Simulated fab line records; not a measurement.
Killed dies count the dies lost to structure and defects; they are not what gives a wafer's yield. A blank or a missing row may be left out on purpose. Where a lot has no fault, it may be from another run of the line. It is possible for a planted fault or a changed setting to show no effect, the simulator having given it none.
Matching of chambers	flow n5Finfet	N5_BEOL_M10_ETCH_61 on rieDiel-03 has 3 sister chambers
The step etches SiARC in CF4, target depth 39 nm, time 65 s. 14 wafers are shown with their chamber, then 6 later ones without.

WAFERS WITH THEIR CHAMBER
wafer	chamber	showerheadPlenumPTorr (Torr)	throttleValvePct (%)	oesProductAu (a.u.)
L074.4	2	2.10	15.26	0.81
L074.5	0	2.24	15.50	0.73
L074.6	1	2.19	15.33	0.76
L075.2	1	2.19	15.34	0.75
L075.3	2	2.10	15.25	0.80
L075.5	1	2.19	15.33	0.76
L076.2	2	2.10	15.25	0.80
L076.4	0	2.24	15.49	0.72
L076.5	1	2.19	15.33	0.75
L077.1	2	2.10	15.26	0.79
L077.2	1	2.19	15.33	0.75
L077.6	1	2.19	15.35	0.75
L087.1	2	2.09	15.28	0.75
L087.2	1	2.18	15.37	0.72

SIGNATURES (means of the wafers above)
reading	chamber 0	chamber 1	chamber 2	scatter within a chamber
showerheadPlenumPTorr	2.2400	2.1886	2.0980	0.00388
throttleValvePct	15.4950	15.3400	15.2600	0.0137
oesProductAu	0.7250	0.7486	0.7900	0.0174
Rule: for each reading, subtract the chamber's mean from the wafer's reading, divide by that reading's scatter and square the result; add these up over the readings and take the root, which gives the wafer's distance from the chamber. If the next closest chamber is less than 2 further off than the closest, the wafer can't be placed; otherwise it belongs to the closest. The scatter: take each reading less its chamber's mean, square it, sum over the shown wafers, divide by the number of wafers less the number of chambers, and take the root.

WAFERS WITH NO CHAMBER GIVEN
wafer	showerheadPlenumPTorr (Torr)	throttleValvePct (%)	oesProductAu (a.u.)
L087.3	2.24	15.51	0.69
L090.3	2.09	15.33	0.73
L090.5	2.17	15.38	0.71
L090.6	2.23	15.56	0.69
L094.5	2.17	15.40	0.71
L094.6	2.23	15.58	0.67

THE CHAMBER EACH PASSED THROUGH
wafer	from the rows above	in truth
L087.3	0	0
L090.3	2	2
L090.5	1	1
L090.6	0	0
L094.5	1	1
L094.6	0	0
Correct placement for 6 of the 6. Can't be placed from these rows: 0. Placed wrongly: 0.
